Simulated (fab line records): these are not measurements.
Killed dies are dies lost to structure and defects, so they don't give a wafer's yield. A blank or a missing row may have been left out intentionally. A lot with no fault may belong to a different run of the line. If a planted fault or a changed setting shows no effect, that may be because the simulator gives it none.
fab line records	flow n5Finfet
[record] lots = 6	wafers = 18	lastDay = 17
route steps=1938 shown HKMG_FIN@415 BEOL_M4@1111 PASSIVATION@1936
lots untouched by any fault: they come from a run of this same line in which no faults occurred
startH: start of the lot's first displayed wafer, in hours after the record's first day	waitH: how many hours have passed since the lot's step before this one	" repeats the value in the row above	L1.1+2: several wafers, shown together as one row	- no value, or no start given	* or withheld: withheld	< > ~ a bound
route shown NAME@n: names a module that has steps shown in the file, with the first one's number in the route	usual: mean/standard deviation of fault-free wafers	same: alike in all rows	chamber/n: place in a boat	sites: per-site readings	_std_site: standard deviation of those values	_edge_site: inner sites' mean taken away from outer sites' mean	radiusMm: how far each site lies from the wafer's centre	mask NAME#n: copy n	behind: the most recent tool/chamber to have shaped the wafer	hold: why the lot went on hold/how many hours it stayed there/how the hold came to an end	device: transistor that didn't switch, given as n, p or np	end of line: the same wafers' tests at the end of the route	a step with no rows: only its recipe	killed: at the first sort, the dies lost to defects and structure; wafer yield is something else	map: a wafer's dies, marking killed ones x, the rest . and places with no die _
set.NAME: the setting as run; set.NAME@STEP: as run at that earlier step	model.NAME: the simulator's own value behind a step, which no gauge read
lots seen at some steps along the route; tables by step, rows by wafer
services: from which hour (startH, from the record's first day; less than 0 if before it) a tool's chamber was out of use, for how many hours, and why
[[steps]]
[step N5_HKMG_FIN_PRECLEAN_64]
[recipe] chemistry = dHF	timeS = 30	tempC = 25	dilution = withheld
[step N5_HKMG_FIN_WET_ETCH_65]
[recipe] chemistry = TMAH	tempC = 70	concWtPct = 5	target = a-Si	stopOn = TiN	timeS = 49	targetDepthNm = 3
[step N5_HKMG_FIN_WET_ETCH_81]
[recipe] chemistry = SC1	target = TiN	stopOn = HfO2	mix = 1:1:5	tempC = 60	timeS = 57	targetDepthNm = 6
[step N5_HKMG_FIN_WET_ETCH_82]
[recipe] chemistry = dHCl	mix = 1:10000	tempC = 25	target = La2O3	stopOn = HfO2	targetDepthNm = 2	dry = ipaMarangoni	rinseTimeS = 30	rinseTempC = 23
[step N5_HKMG_FIN_ALD_36]
[recipe] material = TiN	targetThkA = 10	tempC = 400	aldPrecursorFamily = TiCl4	aldCoReactant = NH3	pulseTimeS = 1	purgeTimeS = 3	coReactantPurgeTimeS = 2	coReactantPulseTimeS = 2	aldCycles = 47	pressureTorr = 3
[usual] heaterPowerW = 868/83	precursorPulseHeightRel = 1.003/0.017
lot.wafer	tool	chamber	startH	waitH	heaterPowerW	precursorPulseHeightRel
L725.3	aldMetal-02	0	79.48	0.0	861	0.970
L725.5	"	0	"	"	859	1.000
L725.6	"	1	"	"	813	1.007
L734.3	aldMetal-03	0	135.68	0.0	852	0.988
L734.5	"	0	"	"	890	1.013
L734.6	"	3	"	"	805	1.023
L738.4	aldMetal-02	2	158.33	0.0	877	1.010
L738.5	"	1	"	"	803	0.982
L738.6	"	0	"	"	860	1.010
L742.2	aldMetal-04	3	179.77	0.0	937	1.001
L742.4	"	2	"	"	773	0.966
L742.5	"	3	"	"	942	0.994
L744.4	aldMetal-03	2	193.37	0.2	899	0.987
L744.5	"	1	"	"	758	1.004
L744.6	"	3	"	"	782	0.982
L747.1	aldMetal-04	2	213.98	0.0	784	1.015
L747.2	"	0	"	"	1016	1.012
L747.5	"	1	"	"	1018	0.989
[step N5_HKMG_FIN_THK_MEAS_70]
[recipe] thkMeasGauge = xrf	reads = HfO2_of_HKMG_FIN_HK_ALD_01
[usual] HK_THK = 1.589/0.017
lot.wafer	tool	chamber	startH	waitH	HK_THK[nm]
L725.3	filmMetro-02	-	79.76	0.2	1.604
L725.5	"	-	"	"	1.585
L725.6	"	-	"	"	1.594
L734.3	filmMetro-01	-	135.96	0.2	1.569
L734.5	"	-	"	"	1.581
L734.6	"	-	"	"	1.576
L738.4	filmMetro-01	-	158.61	0.2	1.591
L738.5	"	-	"	"	1.574
L738.6	"	-	"	"	1.597
L742.2	filmMetro-01	-	180.06	0.2	1.588
L742.4	"	-	"	"	1.589
L742.5	"	-	"	"	1.547
L744.4	filmMetro-01	-	193.53	0.0	1.593
L744.5	"	-	"	"	1.587
L744.6	"	-	"	"	1.594
L747.1	filmMetro-01	-	214.26	0.2	1.613
L747.2	"	-	"	"	1.592
L747.5	"	-	"	"	1.561
[step N5_HKMG_FIN_PWFM_ALD_03]
[recipe] material = TiN	targetThkA = 20	tempC = 400	aldPrecursorFamily = TiCl4	aldCoReactant = NH3	pulseTimeS = 1	purgeTimeS = 3	coReactantPurgeTimeS = 2	coReactantPulseTimeS = 2	aldCycles = 91	pressureTorr = 3
[usual] heaterPowerW = 883/92	precursorPulseHeightRel = 1.001/0.021
lot.wafer	tool	chamber	startH	waitH	heaterPowerW	precursorPulseHeightRel
L725.3	aldMetal-03	2	79.80	0.0	912	0.981
L725.5	"	0	"	"	876	0.987
L725.6	"	2	"	"	910	1.002
L734.3	aldMetal-04	3	136.00	0.0	961	0.997
L734.5	"	1	"	"	1042	1.007
L734.6	"	2	"	"	771	0.989
L738.4	aldMetal-04	1	158.65	0.0	1049	0.975
L738.5	"	0	"	"	1003	1.025
L738.6	"	1	"	"	1028	1.014
L742.2	aldMetal-02	0	180.09	0.0	847	1.008
L742.4	"	3	"	"	924	0.959
L742.5	"	0	"	"	842	0.976
L744.4	aldMetal-04	0	193.56	0.0	1006	0.954
L744.5	"	2	"	"	766	1.008
L744.6	"	3	"	"	936	1.010
L747.1	aldMetal-03	0	214.30	0.0	885	1.007
L747.2	"	2	"	"	918	1.018
L747.5	"	3	"	"	780	0.999
[step N5_HKMG_FIN_COAT_29]
[recipe] resist = SOC	tempC = 250	timeS = 60	spinRpm = 1500	resistThkNm = 300
[step N5_HKMG_FIN_COAT_30]
[recipe] resist = SiARC	tempC = 220	timeS = 60	spinRpm = 1500	resistThkNm = 35
[step N5_HKMG_FIN_COAT_06]
[recipe] resist = CAR-ArF	spinRpm = 1500	resistThkNm = 90
[step N5_HKMG_FIN_EBR_08]
[recipe] solvent = PGMEA	ebrWidthMm = 1.5
[step N5_HKMG_FIN_SOFTBAKE_07]
[recipe] tempC = 110	timeS = 60	resist = CAR-ArF
[step N5_HKMG_FIN_EXPOSE_09]
[recipe] maskId = NWFM	na = 1.35	sourceShape = conventional	sigmaOuter = 0.8	polarization = unpolarized	doseMj = 39.25
[usual] exposureDoseMJCm2 = 39.22/0.045
lot.wafer	tool	chamber	startH	waitH	mask	exposureDoseMJCm2
L725.3	arfiScanner-01	0	80.40	-	NWFM#0	39.22
L725.5	"	0	"	"	NWFM#0	39.19
L725.6	"	0	"	"	NWFM#0	39.21
L734.3	arfiScanner-02	0	136.72	-	NWFM#0	39.13
L734.5	"	0	"	"	NWFM#0	39.19
L734.6	"	0	"	"	NWFM#0	39.14
L738.4	arfiScanner-01	0	159.25	-	NWFM#0	43.04
L738.5	"	0	"	"	NWFM#0	43.06
L738.6	"	0	"	"	NWFM#0	43.08
L742.2	arfiScanner-02	0	180.81	-	NWFM#0	39.20
L742.4	"	0	"	"	NWFM#0	39.21
L742.5	"	0	"	"	NWFM#0	39.25
L744.4	arfiScanner-01	0	194.29	-	NWFM#0	42.31
L744.5	"	0	"	"	NWFM#0	42.29
L744.6	"	0	"	"	NWFM#0	42.27
L747.1	arfiScanner-02	0	215.01	-	NWFM#0	39.12
L747.2	"	0	"	"	NWFM#0	39.14
L747.5	"	0	"	"	NWFM#0	39.15
[step N5_HKMG_FIN_PEB_10]
[recipe] pebTempC = withheld	pebTimeS = 60	resist = CAR-ArF
[step N5_HKMG_FIN_DEVELOP_11]
[recipe] developTimeS = 30	developer = TMAH	resist = CAR-ArF	devTempC = 23	rinseLiquid = diw	dry = airSpin
[step N5_HKMG_FIN_CD_MEAS_12]
[recipe] targetCdNm = 92.8	landingEnergyEv = 500	detector = seInlens
[usual] cdNm = 93.0/0.57
lot.wafer	tool	chamber	startH	waitH	cdNm
L725.3	cdSem-01	0	80.51	-	92.5
L725.5	"	0	"	"	92.4
L725.6	"	0	"	"	92.6
L734.3	cdSem-03	0	136.84	-	92.9
L734.5	"	0	"	"	93.6
L734.6	"	0	"	"	92.7
L738.4	cdSem-01	0	159.36	-	99.2
L738.5	"	0	"	"	98.8
L738.6	"	0	"	"	99.4
L742.2	cdSem-03	0	180.93	-	93.3
L742.4	"	0	"	"	93.1
L742.5	"	0	"	"	93.7
L744.4	cdSem-01	0	194.40	-	98.2
L744.5	"	0	"	"	98.2
L744.6	"	0	"	"	97.7
L747.1	cdSem-02	0	215.14	-	92.9
L747.2	"	0	"	"	92.8
L747.5	"	0	"	"	92.5
[step N5_HKMG_FIN_OVL_MEAS_13]
[recipe] pointsPerWafer = 44
[usual] NWFM_OVL = 0.5/0.72
lot.wafer	tool	chamber	startH	waitH	NWFM_OVL[nm]
L725.3	overlay-02	0	80.54	0.0	0.0
L725.5	"	0	"	"	-0.3
L725.6	"	0	"	"	0.4
L734.3	overlay-02	0	136.87	0.0	-0.6
L734.5	"	0	"	"	-0.2
L734.6	"	0	"	"	1.2
L738.4	overlay-01	0	159.39	0.0	2.5
L738.5	"	0	"	"	0.7
L738.6	"	0	"	"	1.4
L742.2	overlay-01	0	180.96	0.0	-0.5
L742.4	"	0	"	"	0.6
L742.5	"	0	"	"	-0.1
L744.4	overlay-02	0	194.43	0.0	0.9
L744.5	"	0	"	"	0.7
L744.6	"	0	"	"	0.9
L747.1	overlay-02	0	215.17	0.0	-0.1
L747.2	"	0	"	"	0.6
L747.5	"	0	"	"	0.5
[step N5_BEOL_M4_RC_MEAS_101]
[usual] DIBL_N = 36.4/1.5	DIBL_P = 36.4/1.6	IOFF_N = 0.164/0.025	IOFF_P = 0.214/0.028	ION_N = 675/9.9	ION_P = 463/6.5	SS_N = 71.5/0.5	SS_P = 73.3/0.56	VT_N = 249.2/2.7	VT_P = -250.1/2.8
lot.wafer	tool	chamber	startH	waitH	DIBL_N[mV/V]	DIBL_P[mV/V]	IOFF_N[nA/um]	IOFF_P[nA/um]	ION_N[uA/um]	ION_P[uA/um]	SS_N[mV/dec]	SS_P[mV/dec]	VT_N[mV]	VT_P[mV]
L725.3	prober-01	0	178.24	0.3	39.6	37.6	0.187	0.249	669	464	71.7	74.6	250.1	-248.0
L725.5	"	0	"	"	38.6	36.5	0.166	0.237	676	467	71.9	73.4	250.8	-250.0
L725.6	"	0	"	"	36.4	34.3	0.138	0.211	672	469	71.2	73.3	254.0	-248.7
L734.3	prober-01	0	219.35	0.3	35.4	34.2	0.152	0.212	679	465	70.9	71.7	248.8	-251.6
L734.5	"	0	"	"	36.4	35.0	0.157	0.233	678	466	70.7	72.6	248.4	-246.0
L734.6	"	0	"	"	37.0	35.8	0.178	0.234	669	460	71.8	73.2	246.1	-248.0
L738.4	prober-01	0	243.79	0.5	36.9	38.0	0.184	0.230	669	464	72.2	73.2	248.4	-245.9
L738.5	"	0	"	"	37.1	39.4	0.187	0.242	674	466	72.0	73.8	249.5	-247.6
L738.6	"	0	"	"	37.3	39.1	0.190	0.245	682	467	71.6	73.5	248.4	-248.2
L742.2	prober-02	0	276.93	0.2	37.1	37.2	0.163	0.237	665	459	72.0	73.6	247.4	-248.3
L742.4	"	0	"	"	35.5	34.9	0.144	0.205	674	461	71.7	73.4	250.9	-248.5
L742.5	"	0	"	"	38.8	38.8	0.211	0.275	687	469	71.7	74.8	244.4	-245.7
L744.4	prober-01	0	288.85	0.5	37.7	38.5	0.173	0.220	674	457	71.6	72.8	248.1	-249.5
L744.5	"	0	"	"	38.9	40.0	0.199	0.253	690	472	71.5	73.3	244.8	-247.3
L744.6	"	0	"	"	35.5	35.8	0.135	0.190	659	454	71.6	72.4	253.0	-248.5
L747.1	prober-02	0	303.08	0.0	37.1	35.9	0.165	0.203	675	460	71.3	73.4	249.8	-249.2
L747.2	"	0	"	"	38.6	37.3	0.201	0.237	685	466	71.6	74.3	247.9	-247.4
L747.5	"	0	"	"	36.7	35.5	0.166	0.198	673	454	71.4	73.5	246.7	-250.3
[step N5_PASSIVATION_PROBE_49]
[usual] defectLimitedYield = 91.1/1.4	killed_at_M0_to_M3 = 35/8.7	killed_at_M4_up = 14/5.3	killedAtContacts = 12/6.2	killedAtFrontEnd = 41/12	killedAtOther = 3.4/2.6	killedDies = 105/16	killedOpen = 67/13	killedShort = 36/7.3	sort_bin_5_function = 5.2/0.96	sort_bin_6_memory = 3.3/0.6	sortNPass = 1075/16	sortYieldPct = 91.1/1.4
[same] grossDies = 1180	killedAtBackSide = 0	sort_bin_4_leakage[%] = 0	sort_bin_8_speed[%] = 0
lot.wafer	tool	chamber	startH	waitH	defectLimitedYield[%]	killed_at_M0_to_M3	killed_at_M4_up	killedAtContacts	killedAtFrontEnd	killedAtOther	killedDies	killedOpen	killedShort	sort_bin_5_function[%]	sort_bin_6_memory[%]	sortNPass	sortYieldPct[%]
L744.5	prober-01	-	398.34	0.2	90.6	34	22	14	30	11	111	68	41	5.9	3.0	1069	90.6
L744.6	prober-01	-	398.39	0.3	88.8	38	16	17	57	4	132	87	43	6.2	4.6	1048	88.8
// killed by level:class
L744.5 BEOL_M0_SAQP:geometricParticle:short=13 MOL_CONTACT_COAG:geometricParticle:open=10 BEOL_M4:geometricParticle:open=10 BEOL_M0_SAQP:geometricParticle:open=9 DUMMY_GATE:geometricParticle:open=7 FIN_SAQP:geometricParticle:short=5 BEOL_M3:geometricParticle:open=5 ILD0:geometricParticle:open=4
L744.6 STI_FIN_REVEAL:geometricParticle:open=15 MOL_CONTACT_COAG:geometricParticle:open=13 BEOL_M3:geometricParticle:open=11 BEOL_M0_SAQP:geometricParticle:short=9 FIN_SAQP:geometricParticle:open=8 FIN_SAQP:geometricParticle:short=7 DUMMY_GATE:geometricParticle:open=7 BEOL_M1:geometricParticle:open=7
[[services]]
tool	chamber	startH	hours	kind
aldMetal-04	-	57.57	1.4	repair
aldMetal-03	1	73.77	9.1	repair
arfiScanner-01	-	78.55	1.0	pm
arfiScanner-01	-	85.33	0.8	pm
arfiScanner-02	0	90.25	-	calibration
arfiScanner-01	-	99.74	17.3	pm
aldMetal-04	0	124.71	31.1	repair
arfiScanner-01	-	139.56	1.0	pm
arfiScanner-02	-	142.30	1.0	pm
arfiScanner-02	-	156.84	1.3	pm
arfiScanner-01	-	180.03	1.3	pm
aldMetal-03	0	184.81	18.2	repair
[[key]]
[firstSign] step = N5_HKMG_FIN_EXPOSE_09	reading = exposureDoseMJCm2	direction = up	sigmas = 77	usual = 39.22	struck = 42.67
[effect] step = N5_HKMG_FIN_CD_MEAS_12	reading = cdNm	direction = up	sigmas = 9.9	usual = 93.0	struck = 98.6	through = controlLoop
metAt N5_HKMG_FIN_EXPOSE_09
struckWafers L738.4,L738.5,L738.6,L744.4,L744.5,L744.6
[loopTrim] step = N5_HKMG_FIN_EXPOSE_09	setting = dose	lots = L744
onsetBetween 80.40 159.25
[fault] kind = processParameterDrift	tool = arfiScanner-01	chamber = -	onsetH = 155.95	steps = N5_HKMG_FIN_EXPOSE_09	channel = doseMj	offset = 3.8646	shape = step	actsIn = theseRecipesOnly	stated = 39.25
// loopTrim: a control loop set the setting to another value than it would have without faults
